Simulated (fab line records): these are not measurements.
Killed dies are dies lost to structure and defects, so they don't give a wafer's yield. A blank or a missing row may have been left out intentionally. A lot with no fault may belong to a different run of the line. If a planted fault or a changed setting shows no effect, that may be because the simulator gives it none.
fab line records	flow n5Finfet
record lots=6	wafers=18	lastDay=17
route steps=1938 shown GATE_CUT@499 BEOL_M4@1111
lots with no fault: from the same line, run without faults
startH: hours from the record's first day to the start of the lot's first wafer shown	waitH: hours elapsed since this lot's preceding step	" identical to the entry in the row above	L1.1+2: several wafers, shown together as one row	- either no value or no given start	* or withheld: withheld	< > ~ a bound
route shown NAME@n: NAME is a module with steps in the file, n the number in the route of the first one	usual: mean and standard deviation over wafers with no fault	same: alike in all rows	chamber/n: place in a boat	sites: each site's reading	_std_site: how widely they spread, as a standard deviation	_edge_site: mean of outer sites minus mean of inner sites	radiusMm: how far each site lies from the wafer's centre	mask NAME#n: copy n	behind: the tool/chamber that last shaped the wafer	hold: the reason the lot was held/the length of the hold in hours/how it ended	device: the transistor (n, p or np) that didn't switch	end of line: tests run on the same wafers once the route is complete	a step without rows: its recipe alone	killed: dies that structure and defects cost at the first sort, which is not the same as the wafer's yield	map: shows each die of a wafer: x if killed, . if not, _ if none is there
set.NAME: the setting the step ran with; set.NAME@STEP: the setting that earlier step ran with	model.NAME: the simulator's own value behind a step, which no gauge read
certain route steps with their lots: each step a table, each wafer a row
services: a tool's chamber out of use, with start hour (startH, from the record's first day; less than 0 if before it), hours out, and reason
## steps
# step N5_GATE_CUT_ETCH_19
# recipe chemistry=CH3F/O2	target=SiNx	maskMaterial=SiO2	targetDepthA=537	timeS=76.7	pressureMtorr=30	sourceW=395	biasW=73	Ar_flow_sccm=150	CH3F_flow_sccm=30	O2_flow_sccm=20	ionEnergyEv=120	ends=cleared
# step N5_GATE_CUT_CUT_ETCH_53
# recipe chemistry=SF6/Cl2	target=W	maskMaterial=SiO2	targetDepthA=792	pressureMtorr=8	icpW=900	biasW=80	SF6_flow_sccm=40	Cl2_flow_sccm=60	ends=cleared
# step N5_GATE_CUT_CUT_ETCH_54
# recipe chemistry=Cl2/BCl3	target=TiN	maskMaterial=SiO2	targetDepthA=967	pressureMtorr=10	icpW=1000	biasW=126	Cl2_flow_sccm=53.25	bcl3FlowSccm=21.75	Ar_flow_sccm=25	ends=cleared
# usual drypumpMotorCurrentA=5.5/0.38	etchRfOnTimeS=36.6/0.44	oes_ar_750_au=0.79/0.076	oesProductAu=0.72/0.072	throttleValvePct=22.3/0.37
lot.wafer	tool	chamber	startH	waitH	drypumpMotorCurrentA	etchRfOnTimeS	oes_ar_750_au	oesProductAu	rfHoursCounterH	throttleValvePct
L721.1	rieMetal-03	1	110.25	0.0	5.6	36.9	0.93	0.84	5	22.5
L721.2	"	0	"	"	4.9	37.1	0.68	0.61	85	22.8
L721.6	"	0	"	"	4.9	37.2	0.68	0.61	-	22.9
L726.1	rieMetal-01	1	139.28	0.1	6.1	36.2	0.80	0.75	25	22.6
L726.4	"	1	"	"	6.1	36.4	0.81	0.75	-	22.6
L726.5	"	1	"	"	6.1	36.5	0.80	0.74	-	22.6
L735.1	rieMetal-02	0	195.22	0.0	5.5	37.1	0.75	0.68	43	21.7
L735.2	"	1	"	"	5.2	36.6	0.84	0.76	22	22.1
L735.4	"	0	"	"	5.5	36.6	0.74	0.68	-	21.8
L736.1	rieMetal-01	1	201.55	0.0	6.0	36.4	0.79	0.72	31	22.6
L736.3	"	0	"	"	5.3	35.8	0.74	0.67	-	22.1
L736.5	"	0	"	"	5.3	35.7	0.74	0.67	-	22.1
L738.1	rieMetal-02	1	211.49	0.0	5.2	36.7	0.84	0.75	23	22.2
L738.3	"	1	"	"	5.2	36.6	0.84	0.76	-	22.2
L738.5	"	1	"	"	5.2	36.6	0.84	0.75	-	22.2
L740.1	rieMetal-03	0	227.56	0.0	4.9	37.2	0.66	0.59	95	22.9
L740.4	"	0	"	"	4.9	37.4	0.66	0.59	-	22.9
L740.6	"	0	"	"	4.9	37.4	0.66	0.59	-	22.9
# step N5_GATE_CUT_CUT_ETCH_55
# recipe chemistry=BCl3	target=HfO2	maskMaterial=SiO2	targetDepthA=32	ionEnergyEv=30	pressureMtorr=5	icpW=450	biasW=18	bcl3FlowSccm=80
# step N5_GATE_CUT_ETCH_47
# recipe chemistry=Cl2/BCl3	target=SiO2	targetDepthA=100	pressureMtorr=10	icpW=1000	biasW=126	Cl2_flow_sccm=53.25	bcl3FlowSccm=21.75	Ar_flow_sccm=25
# usual drypumpMotorCurrentA=5.5/0.38	oes_ar_750_au=0.79/0.077	oesProductAu=0.79/0.082	throttleValvePct=22.9/0.37
lot.wafer	tool	chamber	startH	waitH	drypumpMotorCurrentA	oes_ar_750_au	oesProductAu	rfHoursCounterH	throttleValvePct
L721.1	rieMetal-03	1	110.34	0.0	5.6	0.93	0.94	5	23.0
L721.2	"	0	"	"	4.9	0.68	0.67	85	23.4
L721.6	"	0	"	"	4.9	0.68	0.67	-	23.4
L726.1	rieMetal-01	1	139.46	0.1	6.1	0.80	0.83	25	23.2
L726.4	"	1	"	"	6.1	0.80	0.83	-	23.2
L726.5	"	1	"	"	6.1	0.81	0.83	-	23.2
L735.1	rieMetal-02	0	195.31	0.0	5.5	0.75	0.75	43	22.3
L735.2	"	1	"	"	5.3	0.84	0.84	22	22.7
L735.4	"	0	"	"	5.5	0.75	0.76	-	22.3
L736.1	rieMetal-01	1	201.64	0.0	6.1	0.79	0.81	31	23.2
L736.3	"	0	"	"	5.3	0.74	0.73	-	22.6
L736.5	"	0	"	"	5.2	0.74	0.73	-	22.6
L738.1	rieMetal-02	1	211.58	0.0	5.3	0.83	0.83	23	22.7
L738.3	"	1	"	"	5.3	0.84	0.84	-	22.7
L738.5	"	1	"	"	5.3	0.84	0.84	-	22.7
L740.1	rieMetal-03	0	227.65	0.0	4.9	0.66	0.65	95	23.4
L740.4	"	0	"	"	4.9	0.66	0.65	-	23.4
L740.6	"	0	"	"	4.9	0.66	0.66	-	23.4
# step N5_GATE_CUT_VAPOR_ETCH_48
# recipe chemistry=BCl3/Cl2	target=TiN	mode=isotropic
# step N5_GATE_CUT_VAPOR_ETCH_49
# recipe chemistry=BCl3/Cl2	target=TiAlC	mode=isotropic
# step N5_GATE_CUT_VAPOR_ETCH_51
# recipe chemistry=BCl3/Cl2	target=HfO2	mode=isotropic
# usual drypumpMotorCurrentA=5.5/0.38	oesProductAu=0.79/0.081
lot.wafer	tool	chamber	startH	waitH	drypumpMotorCurrentA	oesProductAu
L721.1	rieMetal-03	1	110.43	0.0	5.6	0.93
L721.2	"	0	"	"	4.9	0.67
L721.6	"	0	"	"	4.9	0.67
L726.1	rieMetal-01	1	139.64	0.1	6.0	0.82
L726.4	"	1	"	"	6.1	0.83
L726.5	"	1	"	"	6.1	0.82
L735.1	rieMetal-02	0	195.40	0.0	5.5	0.75
L735.2	"	1	"	"	5.3	0.83
L735.4	"	0	"	"	5.5	0.76
L736.1	rieMetal-01	1	201.73	0.0	6.1	0.81
L736.3	"	0	"	"	5.2	0.72
L736.5	"	0	"	"	5.2	0.73
L738.1	rieMetal-02	1	211.67	0.0	5.2	0.84
L738.3	"	1	"	"	5.3	0.83
L738.5	"	1	"	"	5.3	0.84
L740.1	rieMetal-03	0	227.74	0.0	4.9	0.65
L740.4	"	0	"	"	4.9	0.65
L740.6	"	0	"	"	4.9	0.65
# step N5_GATE_CUT_STRIP_21
# recipe chemistry=N2/H2	timeS=30	powerW=1000	tempC=250	pressureMtorr=withheld	n2FlowSccm=1750	h2FlowSccm=3250
# usual drypumpMotorCurrentA=6.1/0.3	heaterPowerW=314/18
lot.wafer	tool	chamber	startH	waitH	drypumpMotorCurrentA	heaterPowerW	rfHoursCounterH
L721.1	plasmaAsher-01	1	110.49	0.0	5.9	286	43
L721.2	"	0	"	"	5.8	310	43
L721.6	"	0	"	"	5.8	306	-
L726.1	plasmaAsher-01	0	139.72	0.1	5.7	316	50
L726.4	"	1	"	"	5.9	285	-
L726.5	"	1	"	"	5.9	284	-
L735.1	plasmaAsher-02	1	195.45	0.0	6.5	321	112
L735.2	"	0	"	"	6.4	339	112
L735.4	"	1	"	"	6.4	326	-
L736.1	plasmaAsher-01	1	201.79	0.0	5.9	283	63
L736.3	"	1	"	"	5.9	291	-
L736.5	"	1	"	"	5.9	291	-
L738.1	plasmaAsher-01	1	211.72	0.0	5.9	290	64
L738.3	"	0	"	"	5.7	329	-
L738.5	"	0	"	"	5.7	320	-
L740.1	plasmaAsher-02	0	227.79	0.0	6.4	330	118
L740.4	"	1	"	"	6.5	317	-
L740.6	"	0	"	"	6.4	331	-
# step N5_GATE_CUT_STRIP_29
# recipe chemistry=postEtchResidueRemover	timeS=60	tempC=25	removerPh=withheld	removerWaterWtPct=withheld	removerFluorideWtPct=withheld
# step N5_GATE_CUT_SRD_52
# recipe dry=ipaMarangoni	timeS=30	tempC=23	rinseLiquid=diw
# step N5_GATE_CUT_ALD_22
# recipe material=SiNx	targetThkA=160	tempC=400	aldPrecursorFamily=SiH2I2	aldCoReactant=N2/H2-plasma	pulseTimeS=1	aldCycles=320	purgeTimeS=2	coReactantPurgeTimeS=2	pressureTorr=2
# usual heaterPowerW=841/67	precursorPulseHeightRel=1.002/0.022
lot.wafer	tool	chamber	startH	waitH	heaterPowerW	precursorPulseHeightRel
L721.1	aldSin-03	2	110.72	0.1	847	0.983
L721.2	"	0	"	"	756	1.034
L721.6	"	3	"	"	1016	0.988
L726.1	aldSin-03	2	139.87	0.0	843	1.036
L726.4	"	1	"	"	855	1.011
L726.5	"	1	"	"	871	1.001
L735.1	aldSin-03	0	196.06	0.5	762	0.986
L735.2	"	1	"	"	866	1.000
L735.4	"	3	"	"	1011	0.982
L736.1	aldSin-03	3	201.94	0.0	968	1.021
L736.3	"	0	"	"	779	0.996
L736.5	"	1	"	"	872	0.988
L738.1	aldSin-03	3	211.88	0.0	1005	1.003
L738.3	"	1	"	"	872	0.986
L738.5	"	1	"	"	844	0.994
L740.1	aldSin-03	0	228.01	0.1	774	0.980
L740.4	"	2	"	"	866	1.009
L740.6	"	3	"	"	996	1.028
# step N5_GATE_CUT_CMP_23
# recipe stopOn=SiO2	tOverpolishS=23.4	postCmpClean=alkalineBrush	downForcePsi=2.5	platenRpm=51.8	padVelocityMS=1.0307	targetThkNm=16
# usual edgeZonePressureFrac=1.000/0.005	headPressurePsi=2.501/0.0064	motorCurrentA=9.3/1	overpolishRunS=23.400/0.0083	timeToEndpointS=20.2/2
lot.wafer	tool	chamber	startH	waitH	edgeZonePressureFrac	headPressurePsi	motorCurrentA	overpolishRunS	timeToEndpointS
L721.2	cmp-01	1	112.21	0.8	1.001	2.499	11.6	23.401	22.5
L721.1	"	3	"	"	0.999	2.502	8.8	23.394	19.1
L721.6	"	1	"	"	1.004	2.490	12.7	23.417	19.7
L726.1	cmp-02	1	141.36	0.8	1.000	2.510	8.9	23.397	20.0
L726.4	"	2	"	"	1.000	2.502	8.4	23.383	23.6
L726.5	"	2	"	"	0.991	2.499	8.1	23.409	22.4
L735.4	cmp-02	2	197.55	0.8	-	-	-	-	-
L735.2	"	0	"	"	-	-	-	-	-
L735.1	"	1	"	"	-	-	-	-	-
L736.3	cmp-01	3	203.43	0.8	-	-	-	-	-
L736.1	"	2	"	"	-	-	-	-	-
L736.5	"	3	"	"	-	-	-	-	-
L738.3	cmp-02	0	213.44	0.8	1.005	2.506	9.2	23.397	23.2
L738.1	"	1	"	"	0.998	2.502	9.1	23.399	24.6
L738.5	"	2	"	"	1.006	2.494	7.9	23.392	25.0
L740.1	cmp-04	0	229.54	0.8	0.996	2.492	8.0	23.396	19.8
L740.4	"	1	"	"	1.000	2.503	8.8	23.391	19.8
L740.6	"	3	"	"	1.005	2.503	9.5	23.408	21.2
# step N5_BEOL_M4_RC_MEAS_101
# usual DIBL_N=36.3/1.2	DIBL_P=36.1/1.6	IOFF_N=0.161/0.023	IOFF_P=0.209/0.027	ION_N=676/8.9	ION_P=462/5.3	SS_N=71.5/0.51	SS_P=73.2/0.5	VT_N=249.1/2.5	VT_P=-249.9/2.8
lot.wafer	tool	chamber	startH	waitH	DIBL_N[mV/V]	DIBL_P[mV/V]	IOFF_N[nA/um]	IOFF_P[nA/um]	ION_N[uA/um]	ION_P[uA/um]	SS_N[mV/dec]	SS_P[mV/dec]	VT_N[mV]	VT_P[mV]
L721.1	prober-02	0	185.10	0.0	36.4	35.7	0.148	0.185	678	458	70.9	73.4	247.4	-254.7
L721.2	"	0	"	"	34.8	33.5	0.115	0.155	662	454	70.6	72.1	253.5	-255.5
L721.6	"	0	"	"	35.2	34.1	0.125	0.163	663	454	70.7	72.9	253.1	-254.3
L726.1	prober-01	0	212.66	0.2	36.5	38.4	0.194	0.227	691	464	72.0	72.8	245.6	-249.9
L726.4	"	0	"	"	33.4	34.0	0.133	0.171	668	466	72.0	72.4	247.6	-250.9
L726.5	"	0	"	"	34.6	35.8	0.153	0.190	679	459	72.1	72.7	248.4	-249.3
L738.1	prober-02	0	284.60	0.0	36.9	38.7	0.155	0.237	667	460	71.6	73.7	252.0	-247.5
L738.3	"	0	"	"	37.1	38.2	0.152	0.223	669	455	71.5	73.6	252.4	-247.7
L738.5	"	0	"	"	38.2	40.2	0.180	0.271	676	465	71.6	74.1	248.3	-245.8
L740.1	prober-01	0	310.21	0.0	34.6	33.6	0.125	0.169	669	460	71.2	73.0	252.8	-252.1
L740.4	"	0	"	"	35.6	34.4	0.136	0.179	672	460	71.8	73.0	252.2	-250.3
L740.6	"	0	"	"	36.8	36.1	0.154	0.201	677	459	71.5	73.3	249.4	-251.0
## services
tool	chamber	startH	hours	kind
cmp-04	-	87.12	1.4	repair
aldSin-03	-	112.71	2.8	pm
plasmaAsher-02	-	123.16	4.3	pm
cmp-02	-	132.53	4.0	pm
rieMetal-01	0	134.08	6.0	repair
cmp-02	-	136.53	-	consumableReplace:conditioner
cmp-02	-	136.53	-	consumableReplace:pad
cmp-04	-	149.07	6.8	pm
cmp-01	-	160.18	2.3	repair
cmp-04	-	164.22	2.1	repair
rieMetal-03	-	166.18	2.2	repair
cmp-04	-	174.93	1.3	repair
cmp-04	-	209.28	0.9	repair
cmp-02	-	227.66	5.5	pm
cmp-01	-	227.77	4.0	pm
## key
firstSign step=N5_GATE_CUT_CMP_23	reading=toolRecord	direction=missing
effect none on later readings
metAt N5_GATE_CUT_CMP_23
struckWafers L735.1,L735.2,L735.4,L736.1,L736.3,L736.5
laterRowsLeftOut L735.1,L735.2,L735.4,L736.1,L736.3,L736.5
sortLeftOut L735.1,L735.2,L735.4,L736.1,L736.3,L736.5
onsetBetween 141.36 197.55
fault kind=skippedStepWhole	tool=cmp-01,cmp-02	chamber=-	onsetH=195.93	steps=N5_GATE_CUT_CMP_23	scope=struckLotsOnly
# sortLeftOut: the simulated sort isn't trusted on such a fault, so these wafers' sort isn't shown, and their yield isn't known
# laterRowsLeftOut: the simulator's readings of these wafers behind a module that went badly wrong aren't trusted and aren't shown, but for the sort
